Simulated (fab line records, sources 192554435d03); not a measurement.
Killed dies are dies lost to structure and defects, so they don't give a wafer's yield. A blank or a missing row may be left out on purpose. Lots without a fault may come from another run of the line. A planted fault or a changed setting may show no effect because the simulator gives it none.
Which tool did it? | flow n5_finfet | 9 lots, 26 wafers sampled, at 5 steps of a route of 1938

WHAT THE GAUGES READ, wafer by wafer
The record holds no reading of a measuring or inspecting step that can be judged against a usual standard deviation.

WHICH TOOL RAN EACH LOT (tool, then ch and the chambers of the sampled wafers, then the start)
lot  | N5_BEOL_M2_SPUTTER_81        | N5_PASSIVATION_SPUTTER_20    | N5_PASSIVATION_ETCH_59            | N5_PASSIVATION_PASS_ETCH_47        | N5_PASSIVATION_PROBE_49
L821 | pvd_sputter-03, day 6 20:32  | pvd_sputter-02, day 11 15:14 | rie_metal-01 ch 0,1, day 11 16:33 | rie_diel-05 ch 2,3, day 11 17:58   | -
L822 | pvd_sputter-02, day 7 00:20  | pvd_sputter-02, day 11 22:23 | rie_metal-01 ch 0,1, day 11 23:44 | rie_diel-01 ch 2,3, day 12 01:25   | -
L824 | pvd_sputter-02, day 7 08:55  | pvd_sputter-01, day 11 22:31 | rie_metal-02 ch 0,1, day 12 00:02 | rie_diel-04 ch 0,2,3, day 12 01:33 | -
L823 | pvd_sputter-03, day 7 09:07  | pvd_sputter-03, day 12 12:53 | rie_metal-01 ch 0,1, day 12 14:22 | rie_diel-05 ch 0,1, day 12 15:40   | -
L825 | pvd_sputter-03, day 7 14:23  | pvd_sputter-02, day 12 12:07 | rie_metal-01 ch 0,1, day 12 13:36 | rie_diel-01 ch 1,2, day 12 15:08   | -
L826 | pvd_sputter-02, day 8 04:18  | pvd_sputter-02, day 13 00:37 | rie_metal-02 ch 1, day 13 03:17   | rie_diel-01 ch 0,2, day 13 05:02   | prober-02, day 13 08:12
L833 | pvd_sputter-03, day 9 17:55  | pvd_sputter-01, day 14 09:50 | rie_metal-02 ch 0,1, day 14 10:58 | rie_diel-05 ch 0,2, day 14 12:28   | prober-01, day 14 15:29
L836 | pvd_sputter-03, day 10 07:43 | pvd_sputter-01, day 15 02:32 | rie_metal-01 ch 0,1, day 15 03:49 | rie_diel-05 ch 0,1,2, day 15 05:14 | prober-02, day 15 09:37
L844 | pvd_sputter-01, day 12 13:27 | pvd_sputter-02, day 17 14:44 | rie_metal-02 ch 0,1, day 17 16:05 | rie_diel-05 ch 1,2, day 17 18:20   | -
- N5_BEOL_M2_SPUTTER_81: material Cu, target thk 4.5 nm, time 8.29 s.
- N5_PASSIVATION_SPUTTER_20: material TaN, target thk 50 nm.
- N5_PASSIVATION_ETCH_59: etches TaN in Cl2/BCl3, target depth 65 nm, time 34.9 s.
- N5_PASSIVATION_PASS_ETCH_47: etches SiNx in CF4/O2, target depth 770 nm, time 385 s.
- N5_PASSIVATION_PROBE_49

WHAT THE TOOLS THEMSELVES READ (means of the sampled wafers that have a number; where no wafer has one, the mark that the record gives instead)
N5_BEOL_M2_SPUTTER_81. Usual: throttle_valve_pct 30.1 %, standard deviation 0.99.
lot  | tool           | throttle_valve_pct (%) | flag
L821 | pvd_sputter-03 | 29.1                   |
L822 | pvd_sputter-02 | 30.6                   |
L824 | pvd_sputter-02 | 30.8                   |
L823 | pvd_sputter-03 | 29.7                   |
L825 | pvd_sputter-03 | 29.2                   |
L826 | pvd_sputter-02 | 30.9                   |
L833 | pvd_sputter-03 | 29.5                   |
L836 | pvd_sputter-03 | 29.5                   |
L844 | pvd_sputter-01 | 30.0                   |

N5_PASSIVATION_SPUTTER_20. Usual: throttle_valve_pct 30.2 %, standard deviation 0.98.
lot  | tool           | throttle_valve_pct (%) | flag
L821 | pvd_sputter-02 | 30.8                   |
L822 | pvd_sputter-02 | 30.5                   |
L824 | pvd_sputter-01 | 31.1                   |
L823 | pvd_sputter-03 | 29.5                   |
L825 | pvd_sputter-02 | 31.2                   |
L826 | pvd_sputter-02 | 30.9                   |
L833 | pvd_sputter-01 | 29.9                   |
L836 | pvd_sputter-01 | 30.0                   |
L844 | pvd_sputter-02 | 30.5                   |

N5_PASSIVATION_ETCH_59. Usual: drypump_motor_current_A 5.6 A, standard deviation 0.47; oes_product_au 0.75 a.u., standard deviation 0.049; throttle_valve_pct 21.13 %, standard deviation 0.14.
lot  | tool         | drypump_motor_current_A (A) | oes_product_au (a.u.) | throttle_valve_pct (%) | flag
L821 | rie_metal-01 | 5.4                         | 0.84                  | 20.97                  |
L822 | rie_metal-01 | 5.7                         | 0.81                  | 20.96                  |
L824 | rie_metal-02 | 5.8                         | 0.74                  | 21.20                  |
L823 | rie_metal-01 | 5.6                         | 0.79                  | 20.99                  |
L825 | rie_metal-01 | 5.4                         | 0.83                  | 20.98                  |
L826 | rie_metal-02 | 5.2                         | 0.72                  | 21.02                  |
L833 | rie_metal-02 | 5.5                         | 0.71                  | 21.11                  |
L836 | rie_metal-01 | 5.7                         | 0.78                  | 20.99                  |
L844 | rie_metal-02 | 5.5                         | 0.70                  | 21.13                  |

N5_PASSIVATION_PASS_ETCH_47. Usual: drypump_motor_current_A 5.4 A, standard deviation 0.59; oes_product_au 0.83 a.u., standard deviation 0.085; rf_vpp_V 242 V, standard deviation 7.3; showerhead_plenum_p_Torr 2.19 Torr, standard deviation 0.076; throttle_valve_pct 15.71 %, standard deviation 0.24.
lot  | tool        | drypump_motor_current_A (A) | oes_product_au (a.u.) | rf_vpp_V (V) | showerhead_plenum_p_Torr (Torr) | throttle_valve_pct (%) | flag
L821 | rie_diel-05 | 5.1                         | 0.77                  | 239          | 2.18                            | 15.68                  |
L822 | rie_diel-01 | 5.4                         | 0.91                  | 240          | 2.15                            | 15.43                  |
L824 | rie_diel-04 | 5.2                         | 0.77                  | 244          | 2.18                            | 15.99                  |
L823 | rie_diel-05 | 6.2                         | 0.77                  | 243          | 2.13                            | 15.83                  |
L825 | rie_diel-01 | 5.8                         | 0.84                  | 234          | 2.18                            | 15.74                  |
L826 | rie_diel-01 | 5.6                         | 0.87                  | 243          | 2.16                            | 15.70                  |
L833 | rie_diel-05 | 5.4                         | 0.81                  | 242          | 2.19                            | 15.54                  |
L836 | rie_diel-05 | 5.9                         | 0.77                  | 243          | 2.15                            | 15.71                  |
L844 | rie_diel-05 | 5.6                         | 0.74                  | 242          | 2.17                            | 15.78                  |

N5_PASSIVATION_PROBE_49. Usual: defect_limited_yield 91.1 %, standard deviation 1.5; killed_at_M0_to_M3 35, standard deviation 11; killed_at_M4_up 13, standard deviation 5.7; killed_at_contacts 12, standard deviation 5.7; killed_at_front_end 40, standard deviation 11; killed_at_other 4, standard deviation 4.4; killed_dies 105, standard deviation 18; killed_on_rim 14, standard deviation 3.9; killed_open 68, standard deviation 14; killed_short 34, standard deviation 7.4; sort_bin_5_function 5.2 %, standard deviation 1; sort_bin_6_memory 3.3 %, standard deviation 0.67; sort_bin_8_speed 0.04 %, standard deviation 0.29; sort_n_pass 1074, standard deviation 18; sort_yield_pct 91.0 %, standard deviation 1.5.
lot  | tool      | defect_limited_yield (%) | killed_at_M0_to_M3 | killed_at_M4_up | killed_at_contacts | killed_at_front_end | killed_at_other | killed_dies | killed_on_rim | killed_open | killed_short | sort_bin_5_function (%) | sort_bin_6_memory (%) | sort_bin_8_speed (%) | sort_n_pass | sort_yield_pct (%) | flag
L826 | prober-02 | 90.8                     | 40                 | 16              | 12                 | 38                  | 4               | 109         | 15            | 76          | 28           | 5.5                     | 3.5                   | 0.00                 | 1071        | 90.8               |
L833 | prober-01 | 83.5                     | 126                | 12              | 15                 | 40                  | 2               | 194         | 29            | 71          | 29           | 10.2                    | 4.3                   | 0.00                 | 986         | 83.5               | OFF
L836 | prober-02 | 85.1                     | 117                | 9               | 10                 | 32                  | 8               | 176         | 24            | 49          | 33           | 9.5                     | 3.8                   | 0.00                 | 1004        | 85.1               | OFF

THE ANSWER, worked out from the rows above alone
Rule: a lot is off if the mean of its wafers that have a number lies more than 3 standard deviations from the usual mean. A lot without any number at a reading at which 4 lots or more have one is off too. The other lots that the step has rows for count as sound. The gauges are gone through in route order, then the tools' own readings, and for those a lot's mean is taken as printed above. The first step at which some lot is off is used, and at that step the reading that is off furthest; a lot without a number counts as furthest.
Off: L833, L836, at N5_PASSIVATION_PROBE_49 (killed_at_M0_to_M3). Neither off nor sound, because the step has no rows for them: L821, L822, L824, L823, L825, L844.
A tool fits if, at that step or a process step before it, it ran every lot that is off, and no sound lot after the first of them. Can't be told from this: 3 tools fit, pvd_sputter-03 at N5_BEOL_M2_SPUTTER_81, pvd_sputter-01 at N5_PASSIVATION_SPUTTER_20, rie_diel-05 at N5_PASSIVATION_PASS_ETCH_47.

WHAT THE SIMULATOR HAD PUT IN
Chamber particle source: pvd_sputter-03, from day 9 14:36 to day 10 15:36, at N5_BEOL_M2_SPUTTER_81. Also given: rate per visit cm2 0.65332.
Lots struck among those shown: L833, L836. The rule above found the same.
